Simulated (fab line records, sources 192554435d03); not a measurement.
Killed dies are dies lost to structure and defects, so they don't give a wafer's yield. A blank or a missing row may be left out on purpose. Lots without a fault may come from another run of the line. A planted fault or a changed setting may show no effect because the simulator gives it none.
Split-lot experiment | flow n5_finfet | 7 lots, 21 wafers read, on a route of 1938 steps

THE SPLIT
At N5_BEOL_M11_PECVD_70 (deposits SiO2 from TEOS/O2, target thk 20 nm, time 22.7 s), the setting temp_c was moved away from the recipe's 400 C on 9 of the 21 wafers read, by -3.4% to +2.4%. The other wafers ran this setting at the recipe's value.

FROM THE SPLIT TO THE READING: what the file shows between them, 3 steps
- N5_BEOL_M11_HM_DEP_02: deposits TiN, target thk 20 nm
- N5_BEOL_M11_COAT_59: time 60 s, resist thk 100 nm
- N5_BEOL_M11_STRIP_77: strips in N2/H2, time 10 s

THE READING
SiO2_of_BEOL_M11_PECVD_70.thk_nm (the simulator's own value, which no gauge read), in nm, at N5_BEOL_M11_HM_STRIP_39 (strips TiN in peroxide tin strip, target depth 25 nm, time 158 s). The file gives no usual value for it. The 12 wafers here that ran the recipe average 19.8 nm, standard deviation 0.37 nm.

wafer  | tool, chamber at the split | temp_c as run, C | against the recipe | SiO2_of_BEOL_M11_PECVD_70.thk_nm, nm | against lot-mates on the recipe
L079.3 | pecvd-02, 0                | 409.6            | +2.4%              | 18.2                                 | -1.4
L079.4 | pecvd-02, 0                | 409.6            | +2.4%              | 18.6                                 | -1.0
L079.6 | pecvd-02, 2                | 400              | recipe             | 19.6                                 | -
L085.1 | pecvd-04, 0                | 386.4            | -3.4%              | 21.8                                 | +1.4
L085.4 | pecvd-04, 1                | 386.4            | -3.4%              | 22.2                                 | +1.8
L085.5 | pecvd-04, 2                | 400              | recipe             | 20.4                                 | -
L089.3 | pecvd-01, 1                | 393.1            | -1.7%              | 20.6                                 | +0.6
L089.5 | pecvd-01, 1                | 393.1            | -1.7%              | 20.6                                 | +0.6
L089.6 | pecvd-01, 2                | 400              | recipe             | 20                                   | -
L087.2 | pecvd-01, 1                | 400              | recipe             | 19.2                                 | -
L087.3 | pecvd-01, 2                | 400              | recipe             | 19.4                                 | -
L087.5 | pecvd-01, 0                | 400              | recipe             | 19.8                                 | -
L090.2 | pecvd-02, 0                | 400              | recipe             | 20                                   | -
L090.5 | pecvd-02, 1                | 400              | recipe             | 20.4                                 | -
L090.6 | pecvd-02, 0                | 388.4            | -2.9%              | 22.2                                 | +2.0
L094.1 | pecvd-04, 1                | 400              | recipe             | 20                                   | -
L094.4 | pecvd-04, 1                | 389              | -2.7%              | 21.6                                 | +1.6
L094.6 | pecvd-04, 0                | 389              | -2.7%              | 21.4                                 | +1.4
L097.2 | pecvd-04, 2,1              | 400              | recipe             | 19.6                                 | -
L097.6 | pecvd-04, 2,1              | 400              | recipe             | 19.6                                 | -
L097.3 | pecvd-04, 1                | 400              | recipe             | 19.4                                 | -
Where a row lists several chambers, the file gives one row for several wafers and doesn't say which wafer went through which chamber.

THE FIT
A straight line over all 21 wafers: SiO2_of_BEOL_M11_PECVD_70.thk_nm changes by -0.635 nm for each +1% of temp_c; r = -0.95; the points scatter about the line by 0.35 nm.
The same after taking each lot's own level away (the mean of its wafers on the recipe; 21 wafers): -0.512 nm for each +1%; r = -0.97; scatter 0.22 nm.
On that fit, the largest move of temp_c shifts the reading by 1.7 nm.
The lots' own levels span 19.47 to 20.40 nm, that is 2.5 times the standard deviation above.
So the lot-to-lot level changes the slope: the two fits differ.
Check: with one of the wafers moved furthest among these (-3.4%) left out of the fit, the line predicts +1.81 nm for it against its lot-mates. It came out at +1.4 nm against them.

THE WHOLE CHAIN: every reading that the file lists as answering this split, in the file's order
step                    | what it does                                                     | reading                                                                           | change (the file's fit)               | r (the file's)
N5_BEOL_M11_PECVD_70    | deposits SiO2 from TEOS/O2, target thk 20 nm, time 22.7 s        | SiO2_of_BEOL_M11_PECVD_70.thk_nm (the simulator's own value, which no gauge read) | -0.544 nm for each +1% of the setting | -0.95
N5_BEOL_M11_HM_STRIP_39 | strips TiN in peroxide tin strip, target depth 25 nm, time 158 s | SiO2_of_BEOL_M11_PECVD_70.thk_nm (the simulator's own value, which no gauge read) | -0.532 nm for each +1% of the setting | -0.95

THE FILE'S OWN FIT
SiO2_of_BEOL_M11_PECVD_70.thk_nm changes by -0.532 nm for each +1% of temp_c, r = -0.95.
